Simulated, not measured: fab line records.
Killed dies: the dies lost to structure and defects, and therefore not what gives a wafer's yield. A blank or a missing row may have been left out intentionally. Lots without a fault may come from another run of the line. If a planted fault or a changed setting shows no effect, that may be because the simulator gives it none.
Chamber matching | flow nandHarc | NHARC_A_STAIRCASE_DESCUM_270 on rieDiel-13: 4 sister chambers
The step chemistry O2, time 3 s. 8 wafers are shown with their chamber, then 9 later ones without.

WAFERS PAIRED WITH THEIR CHAMBERS
wafer  | chamber | drypumpMotorCurrentA (A) | showerheadPlenumPTorr (Torr)
L082.1 | 1       | 5.2                      | 1.89
L082.4 | 0       | 6.4                      | 1.81
L084.1 | 2       | 5.7                      | 1.82
L084.4 | 3       | 5.0                      | 1.98
L084.5 | 2       | 5.8                      | 1.82
L087.2 | 1       | 5.2                      | 1.88
L087.3 | 0       | 6.4                      | 1.81
L087.4 | 3       | 5.0                      | 1.98

WAFERS WITHOUT THEIR CHAMBER
wafer  | drypumpMotorCurrentA (A) | showerheadPlenumPTorr (Torr)
L090.4 | 5.7                      | 1.81
L090.5 | 6.4                      | 1.80
L090.6 | 5.2                      | 1.88
L093.1 | 5.0                      | 1.97
L093.5 | 6.4                      | 1.80
L093.6 | 5.0                      | 1.97
L097.1 | 5.0                      | 1.97
L097.2 | 5.7                      | 1.80
L097.6 | 5.2                      | 1.87

THE CHAMBER EACH PASSED THROUGH
wafer  | from the rows above | in truth
L090.4 | 2                   | 2
L090.5 | 0                   | 0
L090.6 | 1                   | 1
L093.1 | 3                   | 3
L093.5 | 0                   | 0
L093.6 | 3                   | 3
L097.1 | 3                   | 3
L097.2 | 2                   | 2
L097.6 | 1                   | 1
9 of 9 placed correctly. From these rows, 0 cannot be placed. 0 placed wrongly.
How it was worked out, from the rows above alone: a wafer's distance from a chamber is the root of the sum, over the readings, of the square of ((its reading less the chamber's mean) divided by the reading's scatter). If the next closest chamber is less than 2 further off than the closest, the wafer can't be placed; otherwise it belongs to the closest. Each chamber's mean is taken over the wafers shown for it. The scatter: take each reading less its chamber's mean, square it, sum over the shown wafers, divide by the number of wafers less the number of chambers, and take the root.
